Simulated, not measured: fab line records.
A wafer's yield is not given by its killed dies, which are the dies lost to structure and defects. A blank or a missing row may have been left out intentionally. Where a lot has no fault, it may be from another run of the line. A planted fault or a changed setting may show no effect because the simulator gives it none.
Split-lot trial | flow n5Finfet | 7 lots, 21 wafers read, on a route of 1938 steps

== THE SPLIT ==
At N5_PASSIVATION_PECVD_55 (deposits SiO2 from SiH4/N2O, target thk 400 nm, time 22.5 s), the setting timeS was moved away from the recipe's 22.5 s on 5 of the 21 wafers read, by +11.9% to +14.9%. All remaining wafers had this setting at the recipe value.

The split's own step is where the reading is taken.

== THE READING ==
SiO2_of_PASSIVATION_PECVD_55.thkNm (the simulator's own value, which no gauge read), in nm, at N5_PASSIVATION_PECVD_55 (deposits SiO2 from SiH4/N2O, target thk 400 nm, time 22.5 s). The file does not state a usual value for it. Average 403.7 nm, standard deviation 4.8 nm, over the 16 wafers here run with the recipe.

wafer  | tool, chamber at the split | timeS as run, s | against the recipe | SiO2_of_PASSIVATION_PECVD_55.thkNm, nm | against lot-mates on the recipe
L079.3 | pecvd-01, 1                | 25.18           | +11.9%             | 449.8                                  | +43.0
L079.4 | pecvd-01, 0                | 25.18           | +11.9%             | 455                                    | +48.2
L079.6 | pecvd-01, 1                | 22.5            | recipe             | 406.8                                  | -
L089.3 | pecvd-01, 2                | 22.5            | recipe             | 403                                    | -
L089.5 | pecvd-01, 2                | 22.5            | recipe             | 405.4                                  | -
L089.6 | pecvd-01, 0                | 22.5            | recipe             | 410.2                                  | -
L085.1 | pecvd-02, 1                | 22.5            | recipe             | 400.8                                  | -
L085.4 | pecvd-02, 2                | 22.5            | recipe             | 399.4                                  | -
L085.5 | pecvd-02, 0                | 22.5            | recipe             | 397.8                                  | -
L087.2 | pecvd-01, 2                | 22.5            | recipe             | 397.4                                  | -
L087.3 | pecvd-01, 0                | 22.5            | recipe             | 394.6                                  | -
L087.5 | pecvd-01, 1                | 22.5            | recipe             | 402.8                                  | -
L090.2 | pecvd-03, 1                | 25.68           | +14.1%             | 458.8                                  | +51.0
L090.5 | pecvd-03, 0                | 22.5            | recipe             | 407.6                                  | -
L090.6 | pecvd-03, 2                | 22.5            | recipe             | 408                                    | -
L094.1 | pecvd-03, 0                | 25.86           | +14.9%             | 452                                    | +51.0
L094.4 | pecvd-03, 2                | 25.86           | +14.9%             | 462.6                                  | +61.6
L094.6 | pecvd-03, 0                | 22.5            | recipe             | 401                                    | -
L097.2 | pecvd-02, 0                | 22.5            | recipe             | 405.6                                  | -
L097.3 | pecvd-02, 1                | 22.5            | recipe             | 406.4                                  | -
L097.6 | pecvd-02, 0                | 22.5            | recipe             | 412.2                                  | -

FIT RESULTS
A straight line over all 21 wafers: SiO2_of_PASSIVATION_PECVD_55.thkNm changes by +3.8 nm for each +1% of timeS; r = +0.98; the points scatter about the line by 5 nm.
The same after taking each lot's own level away (the mean of its wafers on the recipe; 21 wafers): +3.75 nm for each +1%; r = +0.99; scatter 3 nm.
According to that fit, moving timeS by its largest amount changes the reading by 56 nm.
The lots' own levels span 398.27 to 408.07 nm, that is 2.1 times the standard deviation above.
Hence the lot-to-lot level has little effect on the slope; both slopes agree.
Check: with one of the wafers moved furthest among these (+14.9%) left out of the fit, the line predicts +57.6 nm for it against its lot-mates. Against them it came out at +51 nm.

== OTHER SPLITS ON THESE WAFERS ==
These wafers also went through other splits before the reading. Each is held against what the fit with the lots' levels taken away leaves over:
other split on the same wafers | wafers away from the commonest value | r with SiO2_of_PASSIVATION_PECVD_55.thkNm (lot level and that fit taken away)
N5_BEOL_M11_PECVD_70 tempC     | 9                                    | -0.10
N5_BEOL_M12_PEB_08 pebTempC    | 4                                    | -0.27
N5_BEOL_M13_ETCH_59 timeS      | 5                                    | +0.22
N5_BEOL_M14_COAT_22 spinRpm    | 5                                    | -0.22
N5_BEOL_M14_PEB_26 pebTempC    | 8                                    | -0.16
N5_BEOL_M15_SPUTTER_44 powerW  | 6                                    | -0.25
N5_PASSIVATION_PECVD_00 timeS  | 4                                    | +0.08

== THE FILE'S OWN FIT ==
SiO2_of_PASSIVATION_PECVD_55.thkNm changes by +3.73 nm for each +1% of timeS, r = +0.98.
